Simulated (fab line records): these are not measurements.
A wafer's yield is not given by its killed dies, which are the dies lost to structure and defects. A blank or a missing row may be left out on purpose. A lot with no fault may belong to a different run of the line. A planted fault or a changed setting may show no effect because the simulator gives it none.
The same fault as seen by 3 desks + flow nand_harc + every desk sees just its own numbers, and what lay behind them comes last

== DESK OF THE TOOL OWNER: arfi_scanner-01 ==
The tool's own readings at NHARC_P_M2_EXPOSE_06 (exposes mask P M2, target cd 170 nm): means of the sampled wafers that have a number, for each lot that ran on this tool. Marked OUT: a lot whose mean sits more than 4 standard deviations from the usual mean, which makes it out of limits; the brackets give that distance.
Columns: A = reticle_temp_C at NHARC_P_M2_EXPOSE_06, usual 22.98 C
| lot  | first seen here | A     |
|------|-----------------|-------|
| L416 | day 6 10:01     | 22.94 |
| L418 | day 7 03:06     | 22.86 |
| L421 | day 8 09:53     | 22.87 |
| L423 | day 9 05:13     | 23.06 |
| L426 | day 10 17:36    | 23.06 |
Finding of this desk: none of the 5 lots has anything out of limits.

== THE DEFECT DESK ==
Inspection counts along the route, by lot: the mean over sampled wafers that carry a number. Marked OUT: a lot whose mean sits more than 4 standard deviations from the usual mean, which makes it out of limits; the brackets give that distance.
Columns: A = raw_defect_count at NHARC_P_M2_INSPECT_11, usual 5
| lot  | first seen here | A |
|------|-----------------|---|
| L416 | day 6 10:17     | 9 |
| L418 | day 7 03:22     | 2 |
| L419 | day 7 14:05     | 4 |
| L420 | day 8 04:54     | 3 |
| L421 | day 8 10:09     | 7 |
| L422 | day 8 21:33     | 5 |
| L423 | day 9 05:28     | 4 |
| L426 | day 10 17:50    | 1 |
| L432 | day 13 03:13    | 8 |
| L433 | day 13 08:16    | 2 |
| L437 | day 15 03:25    | 4 |
| L438 | day 15 12:54    | 9 |
Finding of this desk: none of the 12 lots has anything out of limits.

== AT THE METROLOGY DESK ==
Lot by lot, what the gauges showed, no matter which tool ran the lot: averages of those sampled wafers that carry a number. Marked OUT: a lot whose mean sits more than 4 standard deviations from the usual mean, which makes it out of limits; the brackets give that distance.
Columns: A = cd_nm at NHARC_P_M2_CD_MEAS_09, usual 170.0 nm
| lot  | first seen here | A               |
|------|-----------------|-----------------|
| L416 | day 6 10:10     | 169.7           |
| L418 | day 7 03:14     | 171.5           |
| L419 | day 7 13:57     | 169.5           |
| L420 | day 8 04:47     | 171.3           |
| L421 | day 8 10:01     | 170.9           |
| L422 | day 8 21:25     | 169.6           |
| L423 | day 9 05:21     | 169.7           |
| L426 | day 10 17:44    | 190.2 (+20) OUT |
| L432 | day 13 03:05    | 168.3           |
| L433 | day 13 08:08    | 169.6           |
| L437 | day 15 03:17    | 169.1           |
| L438 | day 15 12:46    | 170.4           |
This desk finds L426 out of limits, L426 being first, at day 10 17:44 (cd_nm at NHARC_P_M2_CD_MEAS_09). L416, L418, L419, L420, L421, L422, L423, L432, L433, L437, L438: within limits.

== BROUGHT TOGETHER ==
An alarm was possible from the metrology desk at day 10 17:44, on L426.
The desk of the tool owner found nothing out of limits.
No out-of-limits result turned up at the defect desk.
The tool owner's desk has L426 on record, within its limits.
The defect desk has L426 on record, within its limits.
NHARC_P_M2_EXPOSE_06 was run on arfi_scanner-01 by each of the lots named.

== WHAT HAD BEEN PUT IN BY THE SIMULATOR ==
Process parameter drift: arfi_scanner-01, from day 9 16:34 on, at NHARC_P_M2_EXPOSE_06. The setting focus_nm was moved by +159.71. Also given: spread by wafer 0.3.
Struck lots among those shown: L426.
Per desk, hours elapsed from the start of the fault to the first reading out of limits: for the metrology desk, 25.
